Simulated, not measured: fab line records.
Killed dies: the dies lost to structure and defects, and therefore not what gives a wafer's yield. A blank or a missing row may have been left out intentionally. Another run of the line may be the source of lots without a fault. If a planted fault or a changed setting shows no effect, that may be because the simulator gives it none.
Lot-split experiment || flow n5-finfet || 21 wafers read from 7 lots, route of 1938 steps

SPLIT DETAILS
At N5_BEOL_M12_ILD_DEP_00 (deposits SiOC from DEMS/O2, target thk 658.92 nm, time 130.7 s), the setting time-s was moved away from the recipe's 130.7 s on 10 of the 21 wafers read, by -10.0% to +9.4%. All remaining wafers had this setting at the recipe value.

There is no step in the file separating the split from the reading.

THE READING
M12_ILD_THK, in nm, at N5_BEOL_M12_THK_MEAS_01. Fault-free wafers of this fab line usually give 658 nm, standard deviation 9.8 nm.

{"wafer": "L074.2", "tool, chamber at the split": "pecvd-04, 1", "time-s as run, s": 130.7, "against the recipe": "recipe", "M12_ILD_THK, nm": 659, "against lot-mates on the recipe": "-"}
{"wafer": "L074.3", "tool, chamber at the split": "pecvd-04, 0", "time-s as run, s": 130.7, "against the recipe": "recipe", "M12_ILD_THK, nm": 650, "against lot-mates on the recipe": "-"}
{"wafer": "L074.6", "tool, chamber at the split": "pecvd-04, 0", "time-s as run, s": 130.7, "against the recipe": "recipe", "M12_ILD_THK, nm": 645, "against lot-mates on the recipe": "-"}
{"wafer": "L079.2", "tool, chamber at the split": "pecvd-02, 1", "time-s as run, s": 130.7, "against the recipe": "recipe", "M12_ILD_THK, nm": 643, "against lot-mates on the recipe": "-"}
{"wafer": "L079.4", "tool, chamber at the split": "pecvd-02, 1", "time-s as run, s": 142.8, "against the recipe": "+9.3%", "M12_ILD_THK, nm": 709, "against lot-mates on the recipe": "+66"}
{"wafer": "L079.6", "tool, chamber at the split": "pecvd-02, 2", "time-s as run, s": 142.8, "against the recipe": "+9.3%", "M12_ILD_THK, nm": 722, "against lot-mates on the recipe": "+79"}
{"wafer": "L084.2", "tool, chamber at the split": "pecvd-04, 0", "time-s as run, s": 130.7, "against the recipe": "recipe", "M12_ILD_THK, nm": 653, "against lot-mates on the recipe": "-"}
{"wafer": "L084.3", "tool, chamber at the split": "pecvd-04, 1", "time-s as run, s": 130.7, "against the recipe": "recipe", "M12_ILD_THK, nm": 666, "against lot-mates on the recipe": "-"}
{"wafer": "L084.6", "tool, chamber at the split": "pecvd-04, 1", "time-s as run, s": 117.6, "against the recipe": "-10.0%", "M12_ILD_THK, nm": 602, "against lot-mates on the recipe": -58}
{"wafer": "L089.1", "tool, chamber at the split": "pecvd-02, 2", "time-s as run, s": 143, "against the recipe": "+9.4%", "M12_ILD_THK, nm": 706, "against lot-mates on the recipe": "+68"}
{"wafer": "L089.2", "tool, chamber at the split": "pecvd-02, 1", "time-s as run, s": 130.7, "against the recipe": "recipe", "M12_ILD_THK, nm": 638, "against lot-mates on the recipe": "-"}
{"wafer": "L089.6", "tool, chamber at the split": "pecvd-02, 1", "time-s as run, s": 143, "against the recipe": "+9.4%", "M12_ILD_THK, nm": 711, "against lot-mates on the recipe": "+73"}
{"wafer": "L092.1", "tool, chamber at the split": "pecvd-02, 0", "time-s as run, s": 137.7, "against the recipe": "+5.4%", "M12_ILD_THK, nm": 675, "against lot-mates on the recipe": "+15"}
{"wafer": "L092.3", "tool, chamber at the split": "pecvd-02, 1", "time-s as run, s": 137.7, "against the recipe": "+5.4%", "M12_ILD_THK, nm": 688, "against lot-mates on the recipe": "+28"}
{"wafer": "L092.6", "tool, chamber at the split": "pecvd-02, 0", "time-s as run, s": 130.7, "against the recipe": "recipe", "M12_ILD_THK, nm": 660, "against lot-mates on the recipe": "-"}
{"wafer": "L091.1", "tool, chamber at the split": "pecvd-03, 0", "time-s as run, s": 141, "against the recipe": "+7.9%", "M12_ILD_THK, nm": 704, "against lot-mates on the recipe": "+46"}
{"wafer": "L091.2", "tool, chamber at the split": "pecvd-03, 1", "time-s as run, s": 130.7, "against the recipe": "recipe", "M12_ILD_THK, nm": 653, "against lot-mates on the recipe": "-"}
{"wafer": "L091.5", "tool, chamber at the split": "pecvd-03, 1", "time-s as run, s": 130.7, "against the recipe": "recipe", "M12_ILD_THK, nm": 663, "against lot-mates on the recipe": "-"}
{"wafer": "L096.2", "tool, chamber at the split": "pecvd-02, 0", "time-s as run, s": 130.7, "against the recipe": "recipe", "M12_ILD_THK, nm": 652, "against lot-mates on the recipe": "-"}
{"wafer": "L096.4", "tool, chamber at the split": "pecvd-02, 0", "time-s as run, s": 119, "against the recipe": "-9.0%", "M12_ILD_THK, nm": 603, "against lot-mates on the recipe": -49}
{"wafer": "L096.5", "tool, chamber at the split": "pecvd-02, 2", "time-s as run, s": 119, "against the recipe": "-9.0%", "M12_ILD_THK, nm": 606, "against lot-mates on the recipe": -46}

THE FIT
A straight line over all 21 wafers: M12_ILD_THK changes by +5.83 nm for each +1% of time-s; r = +0.98; the points scatter about the line by 7.8 nm.
The same after taking each lot's own level away (the mean of its wafers on the recipe; 21 wafers): +6.35 nm for each +1%; r = +0.97; scatter 8.8 nm.
Per that fit: largest time-s move, reading shift of 64 nm.
From 638.0 to 660.0 nm: that is the span of the lots' own levels, equal to 2.2 times the standard deviation above.
So the lot-to-lot level changes the slope little: the two slopes agree.
Check: for one of the wafers moved furthest among these (-10.0%), held out of the fit, the line's prediction against its lot-mates is -62.8 nm. It came out at -57.5 nm against them.

OTHER SPLITS ON THESE WAFERS
Note: prior to the reading, these wafers also went through further splits. Each is held against what the fit with the lots' levels taken away leaves over:
{"other split on the same wafers": "N5_BEOL_M9_EXPOSE_25 dose-mj", "wafers away from the commonest value": 9, "r with M12_ILD_THK (lot level and that fit taken away)": "+0.21"}
{"other split on the same wafers": "N5_BEOL_M10_ETCH_41 source-w", "wafers away from the commonest value": 5, "r with M12_ILD_THK (lot level and that fit taken away)": "+0.23"}

THE WHOLE CHAIN: every reading that the file lists as answering this split, in the file's order
{"step": "N5_BEOL_M12_ILD_DEP_00", "what it does": "deposits SiOC from DEMS/O2, target thk 658.92 nm, time 130.7 s", "reading": "SiOC_of_BEOL_M12_ILD_DEP_00.thk-nm (the simulator's own value, which no gauge read)", "change (the file's fit)": "+6.33 nm for each +1% of the setting", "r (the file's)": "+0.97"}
{"step": "N5_BEOL_M12_THK_MEAS_01", "what it does": "", "reading": "M12_ILD_THK", "change (the file's fit)": "+6.32 for each +1% of the setting", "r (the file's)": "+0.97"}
{"step": "N5_BEOL_M12_VIA_ETCH_16", "what it does": "etches SiOC in C4F8/O2/Ar, target depth 724.8 nm", "reading": "etch.depth-nm (the simulator's own value, which no gauge read)", "change (the file's fit)": "+6.33 nm for each +1% of the setting", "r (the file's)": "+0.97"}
{"step": "N5_BEOL_M12_VIA_ETCH_16", "what it does": "etches SiOC in C4F8/O2/Ar, target depth 724.8 nm", "reading": "coat_of_BEOL_M12_COAT_04.thk-nm (the simulator's own value, which no gauge read)", "change (the file's fit)": "-2.02 nm for each +1% of the setting", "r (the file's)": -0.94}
{"step": "N5_BEOL_M12_STRIP_63", "what it does": "strips in N2/H2", "reading": "strip-time-to-endpoint-s", "change (the file's fit)": "withheld for each +1% of the setting", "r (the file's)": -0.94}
{"step": "N5_BEOL_M12_ETCH_38", "what it does": "etches SiCN in CF4/N2, target depth 68.7 nm, time 73.4 s", "reading": "SiOC_of_BEOL_M12_ILD_DEP_00.thk-nm (the simulator's own value, which no gauge read)", "change (the file's fit)": "+6.25 nm for each +1% of the setting", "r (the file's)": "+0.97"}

FILE'S OWN FIT
M12_ILD_THK changes by +6.32 nm for each +1% of time-s, r = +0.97.
